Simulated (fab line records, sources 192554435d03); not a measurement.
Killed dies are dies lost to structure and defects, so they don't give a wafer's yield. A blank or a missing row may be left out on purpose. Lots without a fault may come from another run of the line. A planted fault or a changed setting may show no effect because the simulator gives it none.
fab line records | flow n5_finfet
record lots=15 wafers=37 last_day=17
route steps=1938 shown FIN_SAQP@142 FIN_CUT@161
lots that met no fault: from a run of the same line without faults
start_h: hours from the record's first day to the start of the lot's first wafer shown | wait_h: hours since the lot's step before | " the same as in the row above | L1.1+2: a row that stands for several wafers | - no value, or no start given | * or withheld: withheld | < > ~ a bound
route shown NAME@n: a module of which the file shows steps, and the number in the route of the first | usual: mean/standard deviation of fault-free wafers | same: alike in all rows | chamber/n: place in a boat | sites: the reading at each site | _std_site: their standard deviation | _edge_site: outer sites' mean less inner sites' | radius_mm: how far each site lies from the wafer's centre | mask NAME#n: copy n | behind: the tool/chamber that last shaped the wafer | hold: why the lot was held/for how many hours/how that ended | device: the transistor (n, p or np) that didn't switch | end of line: the same wafers' tests at the end of the route | a step without rows: its recipe alone | killed: dies lost to structure and defects at the first sort, not the wafer's yield | map: a wafer's dies, x killed, . not, _ none there
set.NAME: the setting as run; set.NAME@STEP: as run at that earlier step | model.NAME: the simulator's own value behind a step, which no gauge read
steps of the route over a sample of lots; a table a step, a row a wafer
services: from which hour (start_h, from the record's first day; less than 0 if before it) a tool's chamber was out of use, for how many hours, and why
## steps
# step N5_FIN_SAQP_HM_OPEN_33
# recipe chemistry=CH3F/O2 target=SiNx mask_material=SiO2 target_depth_a=494 time_s=70.6 pressure_mtorr=30 source_w=395 bias_w=73 Ar_flow_sccm=150 CH3F_flow_sccm=30 O2_flow_sccm=20 ion_energy_ev=120 ends=cleared
# usual drypump_motor_current_A=5.7/0.52 etch_rf_on_time_s=70.3/2.4 oes_product_au=0.69/0.087 rf_vpp_V=297/8.9 showerhead_plenum_p_Torr=2.00/0.048 throttle_valve_pct=16.46/0.24
# columns lot.wafer tool chamber start_h wait_h drypump_motor_current_A etch_rf_on_time_s oes_product_au rf_hours_counter_h rf_vpp_V showerhead_plenum_p_Torr throttle_valve_pct
L339.4 rie_diel-05 0 31.50 0.1 5.1 66.5 0.84 - 299 1.99 16.20
L339.5 " 2 " " 6.7 74.6 0.64 - 289 1.99 16.62
L339.6 " 3 " " 5.0 75.5 0.59 - 294 1.99 16.62
L341.3 rie_diel-01 0 44.66 0.3 6.3 66.5 0.72 93 305 2.04 16.35
L341.6 " 3 " " 6.0 71.9 0.74 - 305 2.05 16.43
L342.2 rie_diel-05 3 50.38 0.3 5.0 72.9 0.59 233 295 1.99 16.65
L342.3 " 2 " " 6.7 71.6 0.63 138 292 1.98 16.63
L343.1 rie_diel-04 1 58.07 0.0 5.4 69.4 0.80 8 278 2.07 16.37
L343.2 " 0 " " 5.9 68.5 0.71 84 288 1.93 16.13
L344.3 rie_diel-04 2 61.73 0.0 5.4 69.2 0.60 237 303 1.98 16.56
L344.5 " 1 " " 5.5 68.3 0.81 - 280 2.07 16.37
L345.1 rie_diel-05 3 69.74 0.1 5.0 73.3 0.58 239 295 1.99 16.65
L345.6 " 3 " " 5.0 74.1 0.57 - 295 1.99 16.65
L347.4 rie_diel-05 1 79.97 0.1 5.8 69.7 0.81 - 305 1.97 16.22
L347.5 " 0 " " 5.1 68.5 0.79 - 299 1.98 16.22
L348.2 rie_diel-05 1 86.34 0.0 5.8 67.7 0.80 14 307 1.97 16.24
L348.3 " 0 " " 5.1 69.4 0.78 26 296 1.98 16.23
L348.6 " 3 " " 5.0 74.1 0.58 - 295 1.98 16.67
L350.2 rie_diel-01 2 98.84 0.2 5.3 70.4 0.67 108 279 2.12 16.51
L350.3 " 1 " " 5.7 71.4 0.60 196 302 1.98 16.93
L350.6 " 0 " " 6.3 72.4 0.69 - 306 2.03 16.38
L351.5 rie_diel-04 0 104.76 0.2 5.9 72.6 0.67 - 285 1.92 16.15
L351.6 " 2 " " 5.3 71.4 0.59 - 304 1.97 16.59
L352.1 rie_diel-01 0 109.51 0.0 6.3 66.9 0.69 116 306 2.03 16.41
L352.5 " 0 " " 6.3 69.2 0.69 - 306 2.03 16.40
L352.6 " 1 " " 5.7 71.8 0.60 - 300 1.98 16.93
L353.1 rie_diel-01 2 115.95 0.0 5.3 68.6 0.66 113 280 2.12 16.53
L353.2 " 3 " " 6.0 68.1 0.72 75 305 2.04 16.51
L353.3 " 1 " " 5.7 72.0 0.59 202 301 1.98 16.94
L354.1 rie_diel-05 0 123.30 0.0 5.1 67.2 0.75 42 299 1.98 16.25
L354.3 " 2 " " 6.7 73.3 0.61 164 291 1.98 16.69
L354.5 " 2 " " 6.7 76.8 0.62 - 291 1.97 16.68
L356.1 rie_diel-01 0 134.33 0.5 6.3 69.3 0.68 124 305 2.03 16.42
L356.2 " 2 " " 5.3 69.7 0.65 120 280 2.12 16.53
L361.2 rie_diel-04 1 168.66 0.2 5.4 68.7 0.74 48 278 2.06 16.46
L361.4 " 0 " " 5.9 70.1 0.66 121 288 1.91 16.19
L361.6 " 3 " " 6.1 66.7 0.82 - 306 1.96 16.02
# step N5_FIN_CUT_PEB_06
# recipe peb_temp_c=100 peb_time_s=60 resist=CAR-EUV
# usual chill_plate_temp_C=22.99/0.097 exhaust_pa=44.8/0.88
# columns lot.wafer tool chamber start_h wait_h chill_plate_temp_C exhaust_pa
L339.4 litho_track-01 0 32.24 0.0 23.04 43.9
L339.5 " 0 " " 22.86 44.8
L339.6 " 0 " " 23.00 46.1
L341.3 litho_track-04 0 45.43 0.0 23.13 45.1
L341.6 " 0 " " 22.92 44.8
L342.2 litho_track-04 0 51.15 0.1 23.02 45.3
L342.3 " 0 " " 22.98 44.3
L343.1 litho_track-01 0 58.96 0.1 23.12 44.6
L343.2 " 0 " " 23.20 44.7
L344.3 litho_track-01 0 62.51 0.0 22.84 45.1
L344.5 " 0 " " 23.07 46.0
L345.1 litho_track-02 0 70.56 0.1 22.87 44.7
L345.6 " 0 " " 23.02 44.4
L347.4 litho_track-04 0 80.89 0.0 22.83 44.7
L347.5 " 0 " " 23.03 43.9
L348.2 litho_track-04 0 87.12 0.1 22.90 46.6
L348.3 " 0 " " 23.09 46.4
L348.6 " 0 " " 22.92 45.4
L350.2 litho_track-02 0 99.62 0.1 23.04 45.4
L350.3 " 0 " " 23.12 45.8
L350.6 " 0 " " 22.99 44.3
L351.5 litho_track-02 0 105.63 0.0 23.02 45.9
L351.6 " 0 " " 22.99 43.5
L352.1 litho_track-02 - 110.28 0.1 - -
L352.5 " - " " - -
L352.6 " - " " - -
L353.1 litho_track-01 - 116.85 0.1 - -
L353.2 " - " " - -
L353.3 " - " " - -
L354.1 litho_track-01 - 124.10 0.1 - -
L354.3 " - " " - -
L354.5 " - " " - -
L356.1 litho_track-02 0 135.22 0.1 22.99 45.7
L356.2 " 0 " " 22.84 45.3
L361.2 litho_track-01 0 169.45 0.1 23.05 44.2
L361.4 " 0 " " 22.95 42.4
L361.6 " 0 " " 23.17 44.4
# step N5_FIN_CUT_OVL_MEAS_09
# recipe points_per_wafer=522
# usual FIN_CUT_OVL=0.6/0.7
# columns lot.wafer tool chamber start_h wait_h FIN_CUT_OVL[nm]
L339.4 overlay-02 0 32.36 0.0 1.4
L339.5 " 0 " " 1.3
L339.6 " 0 " " 1.1
L341.3 overlay-01 0 45.54 0.0 1.0
L341.6 " 0 " " 0.4
L342.2 overlay-01 0 51.25 0.0 1.0
L342.3 " 0 " " 0.6
L343.1 overlay-01 0 59.06 0.0 0.5
L343.2 " 0 " " 0.0
L344.3 overlay-01 0 62.61 0.0 0.0
L344.5 " 0 " " -1.1
L345.1 overlay-01 0 70.66 0.0 0.2
L345.6 " 0 " " -0.1
L347.4 overlay-02 0 81.02 0.1 0.3
L347.5 " 0 " " 0.1
L348.2 overlay-02 0 87.22 0.0 0.5
L348.3 " 0 " " -0.2
L348.6 " 0 " " 0.2
L350.2 overlay-01 0 99.73 0.0 1.2
L350.3 " 0 " " -0.8
L350.6 " 0 " " 0.1
L351.5 overlay-02 0 105.74 0.0 1.0
L351.6 " 0 " " 0.3
L352.1 overlay-02 0 110.38 0.0 -
L352.5 " 0 " " -
L352.6 " 0 " " -
L353.1 overlay-01 0 116.95 0.0 -
L353.2 " 0 " " -
L353.3 " 0 " " -
L354.1 overlay-01 0 124.20 0.0 -
L354.3 " 0 " " -
L354.5 " 0 " " -
L356.1 overlay-02 0 135.32 0.0 -0.7
L356.2 " 0 " " 1.1
L361.2 overlay-01 0 169.55 0.0 1.1
L361.4 " 0 " " 1.2
L361.6 " 0 " " 0.9
# step N5_FIN_CUT_ETCH_30
# recipe chemistry=N2/H2 target=underlayer target_depth_a=130 mask_material=CAR-EUV time_s=10.4 ion_energy_ev=200 pressure_mtorr=30 source_w=840 bias_w=150 n2_flow_sccm=200 h2_flow_sccm=200 ends=cleared
# usual drypump_motor_current_A=5.6/0.54 etch_rf_on_time_s=10.6/0.42 oes_product_au=0.67/0.076 rf_vpp_V=524/3 showerhead_plenum_p_Torr=2.53/0.1 throttle_valve_pct=17.88/0.28
# columns lot.wafer tool chamber start_h wait_h drypump_motor_current_A etch_rf_on_time_s oes_product_au rf_hours_counter_h rf_vpp_V showerhead_plenum_p_Torr throttle_valve_pct
L339.4 rie_diel-06 2 32.46 0.0 4.7 11.1 0.60 185 524 2.53 18.14
L339.5 " 1 " " 5.4 9.9 0.75 - 529 2.67 17.38
L339.6 " 0 " " 6.2 10.4 0.64 - 522 2.44 18.32
L341.3 rie_diel-02 0 45.66 0.0 5.7 10.7 0.66 100 519 2.38 18.22
L341.6 " 2 " " 5.7 10.5 0.77 - 522 2.47 17.70
L342.2 rie_diel-06 0 51.44 0.0 6.2 10.6 0.64 182 521 2.44 18.34
L342.3 " 2 " " 4.7 11.1 0.60 191 523 2.53 18.15
L343.1 rie_diel-03 3 59.19 0.0 6.5 10.8 0.61 196 521 2.42 17.77
L343.2 " 0 " " 5.9 10.5 0.60 176 527 2.65 17.71
L344.3 rie_diel-06 0 62.73 0.0 6.3 10.5 0.63 185 521 2.44 18.33
L344.5 " 2 " " 4.7 11.2 0.60 - 524 2.52 18.16
L345.1 rie_diel-02 3 70.78 0.0 6.0 11.3 0.58 223 526 2.63 17.93
L345.6 " 0 " " 5.7 10.6 0.67 - 520 2.37 18.23
L347.4 rie_diel-03 0 81.22 0.0 6.0 10.7 0.60 - 526 2.64 17.72
L347.5 " 2 " " 5.3 10.5 0.78 - 523 2.49 17.76
L348.2 rie_diel-03 2 87.35 0.0 5.3 10.5 0.76 14 523 2.49 17.75
L348.3 " 3 " " 6.4 10.9 0.60 206 520 2.41 17.77
L348.6 " 3 " " 6.5 10.9 0.60 - 519 2.41 17.78
L350.2 rie_diel-06 3 99.85 0.0 4.7 9.8 0.75 66 525 2.56 17.74
L350.3 " 0 " " 6.2 10.4 0.63 197 520 2.43 18.37
L350.6 " 1 " " 5.4 9.8 0.73 - 527 2.66 17.43
L351.5 rie_diel-06 3 105.86 0.0 4.7 10.0 0.75 - 525 2.56 17.74
L351.6 " 0 " " 6.2 10.5 0.62 - 521 2.43 18.37
L352.1 rie_diel-03 3 110.51 0.0 6.5 11.0 0.59 213 521 2.41 17.80
L352.5 " 2 " " 5.3 10.6 0.75 - 523 2.49 17.76
L352.6 " 1 " " 5.0 10.5 0.81 - 530 2.72 17.57
L353.1 rie_diel-02 2 117.09 0.0 5.7 10.3 0.74 55 523 2.46 17.74
L353.2 " 1 " " 5.5 10.6 0.59 210 522 2.50 18.18
L353.3 " 0 " " 5.7 10.5 0.65 122 518 2.37 18.27
L354.1 rie_diel-06 1 124.33 0.0 5.4 10.0 0.70 80 527 2.65 17.45
L354.3 " 2 " " 4.8 11.2 0.58 209 521 2.52 18.19
L354.5 " 0 " " 6.2 10.5 0.62 - 522 2.43 18.39
L356.1 rie_diel-03 0 135.45 0.0 5.9 10.7 0.59 198 527 2.64 17.74
L356.2 " 1 " " 5.0 10.4 0.78 13 528 2.72 17.61
L361.2 rie_diel-06 1 169.67 0.0 5.4 10.0 0.70 96 528 2.65 17.48
L361.4 " 3 " " 4.8 9.9 0.72 - 524 2.56 17.77
L361.6 " 1 " " 5.4 9.9 0.70 - 528 2.65 17.49
## services
# columns tool chamber start_h hours kind
rie_diel-03 2 20.22 - clean
rie_diel-03 2 20.22 - consumable_replace:focus_ring
rie_diel-03 2 20.22 17.6 scheduled_down
rie_diel-03 2 20.22 17.6 vent_cycle
rie_diel-05 1 30.71 - clean
rie_diel-05 1 30.71 - consumable_replace:focus_ring
rie_diel-05 1 30.71 18.3 scheduled_down
rie_diel-05 1 30.71 18.3 vent_cycle
rie_diel-05 - 34.46 0.1 repair
rie_diel-03 - 48.55 2.8 pm
rie_diel-03 - 51.49 0.5 repair
rie_diel-05 0 64.07 2.2 repair
rie_diel-03 1 68.41 - clean
rie_diel-03 1 68.41 - consumable_replace:focus_ring
rie_diel-06 1 70.09 4.3 repair
rie_diel-04 0 87.45 6.6 repair
rie_diel-05 3 96.43 - clean
rie_diel-05 3 96.43 - consumable_replace:focus_ring
rie_diel-05 3 96.43 19.5 scheduled_down
rie_diel-05 3 96.43 19.5 vent_cycle
rie_diel-06 - 98.98 0.4 repair
rie_diel-03 0 115.96 8.9 repair
rie_diel-04 - 148.85 0.1 repair
rie_diel-06 0 163.38 9.6 repair
## key
first_sign step=N5_FIN_CUT_PEB_06 reading=tool_record direction=missing
effect none on later readings
met_at N5_FIN_CUT_PEB_06
struck_lots L352,L353,L354
later_rows_left_out L352.1,L352.5,L352.6,L353.1,L353.2,L353.3,L354.1,L354.3,L354.5
sort_left_out L352.1,L352.5,L352.6,L353.1,L353.2,L353.3,L354.1,L354.3,L354.5
tester_left_out L352,L353,L354
not_acting_at N5_FIN_SAQP_HM_OPEN_33,N5_FIN_CUT_OVL_MEAS_09,N5_FIN_CUT_ETCH_30
onset_between 105.63 110.28
fault kind=skipped_step_whole tool=litho_track-01,litho_track-02 chamber=- onset_h=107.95 steps=N5_FIN_CUT_PEB_06 scope=struck_lots_only
# tester_left_out: of these lots the tester's yield and bins aren't shown, on N5 and GAA mostly nor the transistor test; their killed dies are dies lost to structure and defects alone, not to doping, threshold or leakage, so they don't give the yield
# sort_left_out: the simulated sort isn't trusted on such a fault, so these wafers' sort isn't shown, and their yield isn't known
# later_rows_left_out: the simulator's readings of these wafers behind a module that went badly wrong aren't trusted and aren't shown, but for the sort
